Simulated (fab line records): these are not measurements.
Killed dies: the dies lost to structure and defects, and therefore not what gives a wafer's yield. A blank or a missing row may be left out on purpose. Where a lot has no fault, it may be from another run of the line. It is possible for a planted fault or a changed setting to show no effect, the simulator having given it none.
Chamber matching || flow nand-harc || 4 sister chambers for NHARC_A_BLC_ALD_23 on ald-metal-02
The step deposits TiN, target thk 3 nm, pulse time 1 s, ald cycles 150. 7 wafers are shown with their chamber, then 7 later ones without.

## WAFERS WITH THEIR CHAMBER
{"wafer": "L270.1", "chamber": 2, "heater-power-w (W)": 1092, "precursor-pulse-height-rel": 1.006}
{"wafer": "L270.2", "chamber": 0, "heater-power-w (W)": 1101, "precursor-pulse-height-rel": 1.048}
{"wafer": "L273.6", "chamber": 1, "heater-power-w (W)": 948, "precursor-pulse-height-rel": 1.002}
{"wafer": "L276.4", "chamber": 1, "heater-power-w (W)": 979, "precursor-pulse-height-rel": 1.027}
{"wafer": "L276.6", "chamber": 3, "heater-power-w (W)": 1213, "precursor-pulse-height-rel": 0.955}
{"wafer": "L280.3", "chamber": 3, "heater-power-w (W)": 1207, "precursor-pulse-height-rel": 0.978}
{"wafer": "L280.4", "chamber": 0, "heater-power-w (W)": 1112, "precursor-pulse-height-rel": 1.005}

## WAFERS WITH NO CHAMBER GIVEN
{"wafer": "L280.6", "heater-power-w (W)": 929, "precursor-pulse-height-rel": 1.006}
{"wafer": "L279.3", "heater-power-w (W)": 1123, "precursor-pulse-height-rel": 1.012}
{"wafer": "L279.4", "heater-power-w (W)": 976, "precursor-pulse-height-rel": 1.002}
{"wafer": "L279.5", "heater-power-w (W)": 1092, "precursor-pulse-height-rel": 1.003}
{"wafer": "L287.3", "heater-power-w (W)": 1095, "precursor-pulse-height-rel": 1.011}
{"wafer": "L287.4", "heater-power-w (W)": 1114, "precursor-pulse-height-rel": 1.005}
{"wafer": "L287.6", "heater-power-w (W)": 968, "precursor-pulse-height-rel": 0.986}

## EACH ONE'S CHAMBER
{"wafer": "L280.6", "from the rows above": 1, "in truth": 1}
{"wafer": "L279.3", "from the rows above": "can't be placed: 0 or 2", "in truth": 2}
{"wafer": "L279.4", "from the rows above": 1, "in truth": 1}
{"wafer": "L279.5", "from the rows above": "can't be placed: 2 or 0", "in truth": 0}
{"wafer": "L287.3", "from the rows above": "can't be placed: 2 or 0", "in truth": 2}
{"wafer": "L287.4", "from the rows above": "can't be placed: 0 or 2", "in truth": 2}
{"wafer": "L287.6", "from the rows above": 1, "in truth": 1}
Placed correctly: 3 of 7. Can't be placed from these rows: 4 (the true chamber is among the candidates in 4). Placed wrongly: 0.
How it was worked out, from the rows above alone: a wafer's distance from a chamber is the root of the sum, over the readings, of the square of ((its reading less the chamber's mean) divided by the reading's scatter). The wafer belongs to the nearest chamber; if the next one is less than 2 further off, it can't be placed. Each chamber's mean is taken over the wafers shown for it. The scatter is the square root of a quotient: the sum, over the shown wafers, of each reading's squared deviation from its chamber's mean, divided by wafers minus chambers.
